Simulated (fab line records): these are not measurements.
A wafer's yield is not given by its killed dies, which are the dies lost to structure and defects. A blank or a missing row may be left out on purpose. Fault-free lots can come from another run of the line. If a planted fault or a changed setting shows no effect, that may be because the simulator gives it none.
Chamber matching | flow n5-finfet | rie-diel-06 running N5_BEOL_M2_STRIP_19: 4 sister chambers
The step strips in O2. 22 wafers are shown with their chamber, then 11 later ones without.

## WAFERS WITH THEIR CHAMBER
wafer  | chamber | showerhead-plenum-p-Torr (Torr) | throttle-valve-pct (%) | oes-product-au (a.u.)
L074.3 | 3       | 2.07                            | 16.87                  | 0.69
L074.4 | 0       | 2.04                            | 16.50                  | 0.83
L074.5 | 2       | 2.07                            | 16.86                  | 0.69
L075.1 | 0       | 2.03                            | 16.51                  | 0.83
L075.2 | 2       | 2.07                            | 16.87                  | 0.68
L075.5 | 2       | 2.07                            | 16.88                  | 0.69
L076.2 | 2       | 2.07                            | 16.87                  | 0.69
L076.3 | 1       | 2.23                            | 16.44                  | 0.92
L076.4 | 3       | 2.07                            | 16.43                  | 0.97
L077.1 | 0       | 2.03                            | 16.53                  | 0.83
L077.3 | 1       | 2.23                            | 16.44                  | 0.92
L077.4 | 0       | 2.03                            | 16.54                  | 0.82
L078.1 | 3       | 2.06                            | 16.41                  | 0.94
L078.2 | 1       | 2.23                            | 16.45                  | 0.90
L078.5 | 3       | 2.06                            | 16.41                  | 0.94
L081.1 | 2       | 2.07                            | 16.44                  | 0.99
L081.2 | 1       | 2.22                            | 16.47                  | 0.88
L081.3 | 3       | 2.06                            | 16.44                  | 0.91
L081.4 | 0       | 2.03                            | 16.56                  | 0.80
L081.5 | 0       | 2.03                            | 16.54                  | 0.80
L081.6 | 1       | 2.22                            | 16.46                  | 0.88
L086.4 | 1       | 2.22                            | 16.49                  | 0.87

SIGNATURES (averages over the wafers above)
reading                  | chamber 0 | chamber 1 | chamber 2 | chamber 3 | scatter within a chamber
showerhead-plenum-p-Torr | 2.0317    | 2.2250    | 2.0700    | 2.0640    | 0.00443
throttle-valve-pct       | 16.5300   | 16.4583   | 16.7840   | 16.5120   | 0.132
oes-product-au           | 0.8183    | 0.8950    | 0.7480    | 0.8900    | 0.0845
Rule: for a wafer and a chamber, the distance is found by dividing, reading by reading, the gap between the wafer's reading and the chamber's mean by the reading's scatter, squaring, summing and taking the root. If the next closest chamber is less than 2 further off than the closest, the wafer can't be placed; otherwise it belongs to the closest. The scatter: take each reading less its chamber's mean, square it, sum over the shown wafers, divide by the number of wafers less the number of chambers, and take the root.

## WAFERS WHOSE CHAMBER IS MISSING
wafer  | showerhead-plenum-p-Torr (Torr) | throttle-valve-pct (%) | oes-product-au (a.u.)
L086.5 | 2.02                            | 16.58                  | 0.81
L086.6 | 2.22                            | 16.50                  | 0.87
L089.1 | 2.22                            | 16.49                  | 0.87
L089.2 | 2.02                            | 16.59                  | 0.80
L089.3 | 2.06                            | 16.46                  | 0.95
L089.4 | 2.05                            | 16.47                  | 0.87
L089.5 | 2.05                            | 16.44                  | 0.88
L089.6 | 2.02                            | 16.59                  | 0.79
L094.1 | 2.02                            | 16.61                  | 0.80
L094.2 | 2.05                            | 16.48                  | 0.86
L094.6 | 2.06                            | 16.49                  | 0.92

## WHICH CHAMBER EACH WENT THROUGH
wafer  | from the rows above     | in truth
L086.5 | 0                       | 0
L086.6 | 1                       | 1
L089.1 | 1                       | 1
L089.2 | 0                       | 0
L089.3 | 3                       | 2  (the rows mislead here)
L089.4 | can't be placed: 3 or 0 | 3
L089.5 | can't be placed: 3 or 0 | 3
L089.6 | 0                       | 0
L094.1 | 0                       | 0
L094.2 | can't be placed: 3 or 0 | 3
L094.6 | 3                       | 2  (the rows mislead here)
Placed correctly: 6 of 11. From these rows, 3 cannot be placed; in 3 the true chamber is one of the candidates. Wrongly placed: 2.
